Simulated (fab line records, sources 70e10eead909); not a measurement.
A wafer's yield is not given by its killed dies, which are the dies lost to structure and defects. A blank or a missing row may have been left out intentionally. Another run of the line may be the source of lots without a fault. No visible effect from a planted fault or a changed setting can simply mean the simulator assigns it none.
fab line records    flow nand_harc
[record] lots = 6  wafers = 18  last_day = 32
route steps=1302 shown A_WL_FILL@953 END@1302
lots that met no fault: from a run of the same line without faults
start_h: the number of hours between the record's first day and the start of the first shown wafer of the lot    wait_h: hours elapsed since this lot's preceding step    " same as the row above    L1.1+2: several wafers, shown together as one row    - value missing, or start not given    * or withheld: withheld    < > ~ a bound
route shown NAME@n: NAME is a module with steps in the file, n the number in the route of the first one    usual: mean and standard deviation over wafers with no fault    same: alike in all rows    chamber/n: place in a boat    sites: the reading at each site    _std_site: the standard deviation of these    _edge_site: outer sites' mean less inner sites'    radius_mm: how far each site lies from the wafer's centre    mask NAME#n: copy n    behind: the most recent tool/chamber to have shaped the wafer    hold: reason for holding the lot/hours on hold/outcome of the hold    device: which transistor (n, p or np) failed to switch    end of line: tests of these same wafers at the route's end    step lacking rows: just its recipe    killed: dies lost to structure and defects at the first sort, not the wafer's yield    map: dies across one wafer; x = killed, . = not, _ = none there
set.NAME: the run value of the setting; set.NAME@STEP: its run value at that earlier step    model.NAME: the simulator's own value behind a step, which no gauge read
lots at some steps of the route; a table a step, a row a wafer
services: the hour from which a tool's chamber was out of use, counted from the record's first day as start_h (under 0 if before that day), plus the number of hours and why
[[steps]]
[step NHARC_A_WL_FILL_RTA_01]
[recipe] temp_c = 1000  time_s = 5
[usual] lamp_power_pct = 33/4.2  lamp_zone_4_pct = 33/4.2  lamp_zone_7_pct = 34/4.2  wafer_temp_C_max = 1003.3/1
lot.wafer  tool           chamber  start_h  wait_h  lamp_power_pct  lamp_zone_4_pct  lamp_zone_7_pct  wafer_temp_C_max
L223.1     rtp_anneal-02  0        494.87   -       28              29               29               1003.9
L223.2     "              0        "        "       28              29               29               1003.1
L223.6     "              0        "        "       28              28               29               1004.1
L227.2     rtp_anneal-02  0        532.16   -       28              28               29               1004.9
L227.4     "              0        "        "       28              29               29               1003.5
L227.5     "              0        "        "       28              28               29               1003.4
L229.3     rtp_anneal-02  0        544.29   -       28              28               29               1004.0
L229.4     "              0        "        "       28              29               29               1004.5
L229.6     "              0        "        "       28              28               29               1003.8
L237.2     rtp_anneal-01  0        633.39   -       37              37               38               1002.0
L237.3     "              0        "        "       37              37               37               1002.7
L237.6     "              0        "        "       37              37               37               1002.5
L240.3     rtp_anneal-02  0        656.62   -       28              28               29               1003.8
L240.5     "              0        "        "       28              28               29               1004.2
L240.6     "              0        "        "       28              28               29               1005.2
L241.3     rtp_anneal-01  0        667.90   -       37              37               38               1003.5
L241.4     "              0        "        "       37              37               38               1003.7
L241.6     "              0        "        "       37              37               37               1002.6
[step NHARC_A_WL_FILL_ALD_02]
[recipe] target_thk_a = 20  pulse_time_s = 3  ald_cycles = 100  temp_c = 450  material = TiN
[usual] ald_cycles = 100/0  heater_power_w = 1082/89  precursor_pulse_height_rel = 0.997/0.019  susceptor_temp_C = 450.03/0.27
lot.wafer  tool          chamber  start_h  wait_h  ald_cycles  heater_power_w  precursor_pulse_height_rel  susceptor_temp_C
L223.2     ald_metal-02  1        495.09   0.2     100         1030            0.994                       449.99
L223.1     "             3        "        "       100         1181            0.971                       449.33
L223.6     "             2        "        "       100         1162            0.967                       450.18
L227.2     ald_metal-02  1        532.39   0.2     100         1023            1.019                       450.04
L227.4     "             3        "        "       100         1219            1.021                       450.11
L227.5     "             1        "        "       100         1026            1.016                       450.06
L229.4     ald_metal-02  2        544.45   0.1     100         1145            0.992                       450.17
L229.3     "             1        "        "       100         1007            0.992                       450.04
L229.6     "             3        "        "       100         1166            0.996                       450.26
L237.2     ald_metal-01  0        633.61   0.2     100         1019            0.968                       449.99
L237.3     "             1        "        "       100         1205            1.020                       449.87
L237.6     "             0        "        "       100         1023            1.008                       450.18
L240.3     ald_metal-01  2        656.86   0.2     100         1168            1.003                       450.37
L240.5     "             0        "        "       100         1051            0.993                       450.15
L240.6     "             1        "        "       100         1198            0.975                       449.88
L241.4     ald_metal-04  0        668.14   0.2     100         1112            0.991                       450.21
L241.3     "             1        "        "       100         1090            0.995                       450.04
L241.6     "             3        "        "       100         965             0.983                       449.82
[step NHARC_A_WL_FILL_CVD_03]
[recipe] target_thk_a = 400  temp_c = 300  pressure_torr = 40  wf6_flow_sccm = 40  h2_flow_sccm = 1600  ar_flow_sccm = 1560  time_s = 279  material = W
[usual] chamber_pressure_Torr = 40.00/0.084  heater_power_w = 488/53  susceptor_temp_C = 299.98/0.18  throttle_valve_pct = 8.06/0.18
lot.wafer  tool      chamber  start_h  wait_h  chamber_pressure_Torr  heater_power_w  susceptor_temp_C  throttle_valve_pct
L223.1     cvd_w-02  1        495.52   0.1     39.86                  525             299.92            8.24
L223.2     "         1        "        "       39.92                  528             299.80            8.08
L223.6     "         1        "        "       39.94                  527             299.85            7.98
L227.2     cvd_w-02  0        532.81   0.1     39.95                  550             300.10            8.12
L227.4     "         0        "        "       39.85                  536             299.60            7.90
L227.5     "         1        "        "       39.94                  524             299.99            8.15
L229.4     cvd_w-02  1        545.06   0.2     39.98                  540             299.83            8.19
L229.3     "         0        "        "       40.17                  542             299.94            8.23
L229.6     "         0        "        "       40.12                  552             300.22            8.20
L237.2     cvd_w-01  0        634.06   0.1     40.10                  510             300.26            8.26
L237.3     "         1        "        "       39.98                  401             299.91            8.08
L237.6     "         1        "        "       40.13                  400             300.22            7.78
L240.3     cvd_w-01  1        657.37   0.2     39.93                  401             -                 8.00
L240.6     "         0        "        "       40.05                  507             -                 8.34
L240.5     "         1        "        "       40.10                  399             -                 7.85
L241.4     cvd_w-02  1        668.60   0.2     40.09                  485             299.72            8.12
L241.3     "         0        "        "       40.04                  529             300.01            8.13
L241.6     "         0        "        "       40.14                  534             300.05            7.65
[step NHARC_A_WL_FILL_ETCHBACK_04]
[recipe] target_depth_a = 600  time_s = 120  chemistry = NF3
[step NHARC_A_WL_FILL_ETCHBACK_05]
[recipe] target_depth_a = 220  time_s = 60  temp_c = 40  chemistry = Cl2/BCl3
[step NHARC_A_WL_FILL_STRIP_27]
[recipe] power_w = 1500  temp_c = 250  time_s = 20  chemistry = N2/H2
[usual] drypump_motor_current_A = 5.6/0.62  heater_power_w = 337/19
lot.wafer  tool             chamber  start_h  wait_h  drypump_motor_current_A  heater_power_w  rf_hours_counter_h
L223.2     plasma_asher-01  1        497.09   0.5     5.1                      309             31
L223.1     "                0        "        "       6.6                      370             31
L223.6     "                1        "        "       5.0                      302             -
L227.2     plasma_asher-02  0        533.58   0.1     5.9                      338             21
L227.4     "                0        "        "       5.9                      336             -
L227.5     "                1        "        "       5.0                      335             -
L229.3     plasma_asher-02  1        545.76   0.1     5.1                      321             -
L229.4     "                0        "        "       5.9                      331             -
L229.6     "                1        "        "       5.1                      332             -
L237.2     plasma_asher-02  0        634.80   0.1     5.9                      324             4
L237.3     "                0        "        "       5.9                      324             -
L237.6     "                0        "        "       5.9                      331             -
L240.3     plasma_asher-01  0        658.04   0.2     6.5                      377             -
L240.6     "                1        "        "       5.1                      316             -
L240.5     "                0        "        "       6.5                      366             -
L241.4     plasma_asher-01  0        669.57   0.2     6.6                      370             -
L241.3     "                1        "        "       5.1                      307             -
L241.6     "                0        "        "       6.6                      369             -
[step NHARC_A_WL_FILL_STRIP_28]
[recipe] time_s = 1200  temp_c = 72.5  chemistry = post_etch_residue_remover
[step NHARC_A_WL_FILL_PRECLEAN_06]
[recipe] time_s = 300  chemistry = DIW
[step NHARC_A_WL_FILL_SRD_07]
[step NHARC_A_WL_FILL_ANNEAL_08]
[recipe] temp_c = 450  time_s = 1800
[step NHARC_A_WL_FILL_ALD_10]
[recipe] target_thk_a = 500  pulse_time_s = 10  ald_cycles = 500  temp_c = 300  material = SiO2
[usual] ald_cycles = 500/0  heater_power_w = 446/38  precursor_pulse_height_rel = 1.002/0.02  susceptor_temp_C = 299.96/0.18
lot.wafer  tool       chamber  start_h  wait_h  ald_cycles  heater_power_w  precursor_pulse_height_rel  susceptor_temp_C
L223.1     ald_hk-02  1        503.34   0.1     500         476             1.011                       299.84
L223.2     "          0        504.89   1.6     500         437             1.055                       299.67
L223.6     "          1        "        "       500         490             0.972                       299.89
L227.4     ald_hk-02  0        537.59   0.6     471         441             1.054                       299.73
L227.2     "          1        "        "       471         459             0.988                       299.95
L227.5     "          3        539.14   2.1     471         439             0.986                       300.03
L229.3     ald_hk-02  1        550.78   0.3     471         484             1.020                       299.99
L229.4     "          0        552.33   1.8     471         453             1.031                       299.98
L229.6     "          2        553.36   2.9     471         362             0.996                       299.98
L237.3     ald_hk-02  0        640.98   0.7     500         435             0.984                       299.98
L237.2     "          2        642.01   1.7     500         374             0.997                       299.88
L237.6     "          0        643.03   2.7     500         446             0.980                       300.01
L240.3     ald_hk-02  0        664.43   1.6     500         451             0.949                       299.75
L240.5     "          1        "        "       500         465             0.982                       299.85
L240.6     "          2        "        "       500         381             1.024                       299.85
L241.3     ald_hk-03  3        674.42   0.0     500         508             0.973                       299.57
L241.4     "          2        675.97   1.6     500         424             0.999                       300.26
L241.6     "          3        "        "       500         502             1.021                       299.64
[step NHARC_A_WL_FILL_ETCHBACK_16]
[recipe] target_depth_a = 1200  time_s = 24  c4f8_flow_sccm = withheld  o2_flow_sccm = 8  ar_flow_sccm = withheld  rf_w = 600  bias_w = 800  chemistry = C4F8/O2/Ar
[usual] oes_product_au = 0.988/0.024  rf_vpp_V = 723.3/3
lot.wafer  tool         chamber  start_h  wait_h  oes_product_au  rf_hours_counter_h  rf_vpp_V
L223.2     rie_diel-08  0        -        -       1.002           8.1                 720.7
L223.1     "            3        "        "       1.036           6.6                 718.9
L223.6     "            1        "        "       0.986           -                   729.4
L227.4     rie_diel-08  2        -        -       0.974           10.6                725.5
L227.2     "            3        "        "       1.024           9.1                 720.5
L227.5     "            0        "        "       1.012           -                   719.6
L229.3     rie_diel-08  1        -        -       0.994           0                   726.8
L229.4     "            3        "        "       0.995           0                   721.3
L229.6     "            0        "        "       1.003           -                   720.0
L237.2     rie_diel-05  0        -        -       0.965           1.1                 721.7
L237.3     "            2        "        "       0.979           1.3                 721.1
L237.6     "            0        "        "       0.963           -                   721.6
L240.3     rie_diel-08  3        -        -       1.002           5.9                 720.3
L240.6     "            3        "        "       1.008           -                   721.0
L240.5     "            0        "        "       1.011           -                   719.2
L241.4     rie_diel-05  3        -        -       1.011           1.7                 723.2
L241.3     "            0        "        "       0.990           1.7                 721.0
L241.6     "            2        "        "       1.009           -                   721.4
[step NHARC_END_SORT_01]
[recipe] temp_c = 25
[usual] killed_at_array = 52/16  killed_at_other = 0.8/0.98  killed_at_periphery = 4.2/2.9  killed_dies = 57/16  killed_open = 3.3/1.9  killed_short = 2.5/1.5
[same] gross_dies = 677
lot.wafer  tool       chamber  start_h  wait_h  killed_at_array  killed_at_other  killed_at_periphery  killed_dies  killed_open  killed_short
L223.1     prober-02  0        602.30   2.5     48               3                3                    54           1            3
L223.2     prober-02  0        603.09   2.8     48               2                4                    54           2            1
L223.6     prober-02  0        606.25   4.0     39               1                2                    42           0            3
L227.4     prober-02  0        627.05   3.4     63               1                4                    68           3            2
// killed by level:class
L223.1 A_CHANNEL_HOLE_D1:chamber_film_flake=28 A_CHANNEL_HOLE_D2:chamber_film_flake=11 THIN_TSV:chamber_film_flake=3 P_GATE:chamber_film_flake=2 A_SLIT:chamber_film_flake=2 A_CONTACT:chamber_film_flake=2 A_CHANNEL_HOLE_D1:geometric_particle:short=1 A_SGD_CUT:geometric_particle:short=1
L223.2 A_CHANNEL_HOLE_D2:chamber_film_flake=29 A_CHANNEL_HOLE_D1:chamber_film_flake=13 P_STI:chamber_film_flake=3 A_SLIT:chamber_film_flake=2 A_CONTACT:chamber_film_flake=2 THIN_TSV:chamber_film_flake=2 P_CONTACT:geometric_particle:open=1 A_CHANNEL_HOLE_D2:geometric_particle:open=1
L223.6 A_CHANNEL_HOLE_D2:chamber_film_flake=21 A_CHANNEL_HOLE_D1:chamber_film_flake=14 A_WL_FILL:geometric_particle:short=2 A_CONTACT:chamber_film_flake=2 P_GATE:geometric_particle:short=1 P_STI:chamber_film_flake=1 THIN_TSV:chamber_film_flake=1
L227.4 A_SLIT:chamber_film_flake=23 A_CHANNEL_HOLE_D2:chamber_film_flake=20 A_STAIRCASE:chamber_film_flake=4 A_M1:chamber_film_flake=4 A_CHANNEL_HOLE_D1:chamber_film_flake=3 A_SGD_CUT:chamber_film_flake=2 P_GATE:geometric_particle:open=1 A_CHANNEL_HOLE_D1:geometric_particle:short=1
[[services]]
tool             chamber  start_h  hours  kind
ald_metal-04     -        474.00   10.0   pm
cvd_w-02         0        487.12   14.6   repair
ald_metal-04     3        499.35   11.2   repair
rie_diel-05      -        515.92   0.3    repair
plasma_asher-01  -        516.78   0.7    repair
plasma_asher-01  -        519.14   9.0    pm
ald_metal-01     1        520.28   4.5    repair
ald_hk-02        -        526.11   10.0   pm
ald_hk-02        0        526.11   10.0   vent_cycle
ald_hk-02        1        526.11   10.0   vent_cycle
ald_metal-01     -        526.14   10.0   pm
rie_diel-08      -        544.81   9.0    pm
cvd_w-01         -        547.00   13.0   pm
ald_metal-02     2        559.07   3.9    repair
rie_diel-08      0        560.33   6.0    repair
rie_diel-05      -        583.60   9.0    pm
rie_diel-08      0        584.50   4.0    repair
ald_hk-03        -        595.17   10.0   pm
plasma_asher-02  -        603.36   9.0    pm
ald_metal-02     -        610.00   10.0   pm
rie_diel-08      -        623.87   1.1    repair
ald_hk-03        -        624.93   1.1    repair
cvd_w-02         -        631.00   13.0   pm
ald_metal-04     -        652.00   10.0   pm
[[key]]
[first_sign] step = NHARC_A_WL_FILL_ALD_10  reading = ald_cycles  direction = down  sigmas = 99+  usual = 500  struck = 471
effect none on later readings
met_at NHARC_A_WL_FILL_ALD_10
struck_wafers L227.2,L227.4,L227.5,L229.3,L229.4,L229.6
tester_left_out L227,L229
onset_between 503.34 537.59
[fault] kind = process_parameter_drift  tool = ald_hk-02  chamber = -  onset_h = 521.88  steps = NHARC_A_WL_FILL_ALD_10  channel = ald_cycles  offset = -29  shape = step  end_h = 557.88  acts_in = these_recipes_only  stated = 500
// tester_left_out: of these lots the tester's yield and bins aren't shown, on N5 and GAA mostly nor the transistor test; their killed dies are dies lost to structure and defects alone, not to doping, threshold or leakage, so they don't give the yield
